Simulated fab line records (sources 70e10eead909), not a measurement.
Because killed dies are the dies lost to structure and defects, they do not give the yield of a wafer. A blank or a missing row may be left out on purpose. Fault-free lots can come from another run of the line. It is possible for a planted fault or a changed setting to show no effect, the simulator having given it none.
Matching of chambers	flow nand_harc	NHARC_A_CHANNEL_FILL_D1_ALD_25 on ald_hk-03: 4 sister chambers
The step deposits SiOx, target thk 60 nm, pulse time 10 s, ald cycles 600. 22 wafers are shown with their chamber, then 11 later ones without.

EACH WAFER AND ITS CHAMBER
wafer	chamber	heater_power_w (W)	precursor_pulse_height_rel
L078.1	0	443	0.999
L078.3	3	519	0.985
L078.6	0	453	1.012
L079.4	1	421	0.985
L079.5	2	530	0.971
L079.6	3	503	1.038
L082.3	1	413	0.992
L082.5	2	522	0.992
L082.6	3	505	1.018
L084.2	3	507	0.989
L084.3	2	518	1.007
L084.4	1	417	0.977
L087.1	1	418	1.003
L087.5	3	506	0.984
L087.6	0	434	1.047
L090.2	3	515	1.016
L090.3	2	531	0.979
L090.5	1	410	0.978
L092.1	0	427	1.010
L092.3	2	509	0.993
L092.4	1	444	1.009
L093.1	1	425	1.016

SIGNATURES, as means of the wafers listed above
reading	chamber 0	chamber 1	chamber 2	chamber 3	scatter within a chamber
heater_power_w	439.25	421.14	522.00	509.17	9.62
precursor_pulse_height_rel	1.01700	0.99429	0.98840	1.00500	0.0182
Rule: a wafer lies at a distance from a chamber equal to the root of the sum of squares, over the readings, of (its reading less the chamber's mean, divided by the reading's scatter). The wafer belongs to the nearest chamber; if the next one is less than 2 further off, it can't be placed. The scatter: take each reading less its chamber's mean, square it, sum over the shown wafers, divide by the number of wafers less the number of chambers, and take the root.

WAFERS WITH NO CHAMBER GIVEN
wafer	heater_power_w (W)	precursor_pulse_height_rel
L093.3	508	1.031
L093.4	414	0.980
L096.1	434	1.001
L096.2	508	1.008
L096.3	487	1.006
L096.4	431	1.013
L096.5	524	0.982
L096.6	424	1.002
L097.2	498	0.977
L097.3	425	0.998
L097.4	499	1.028

CHAMBER TAKEN BY EACH
wafer	from the rows above	in truth
L093.3	can't be placed: 3 or 2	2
L093.4	1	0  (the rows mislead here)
L096.1	can't be placed: 0 or 1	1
L096.2	can't be placed: 3 or 2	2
L096.3	can't be placed: 3 or 2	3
L096.4	can't be placed: 0 or 1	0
L096.5	can't be placed: 2 or 3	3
L096.6	can't be placed: 1 or 0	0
L097.2	can't be placed: 3 or 2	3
L097.3	can't be placed: 1 or 0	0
L097.4	can't be placed: 3 or 2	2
Correctly placed: 0 of 11. Not placeable from these rows: 10 (in 10, the candidates include the true chamber). Wrongly placed: 1.
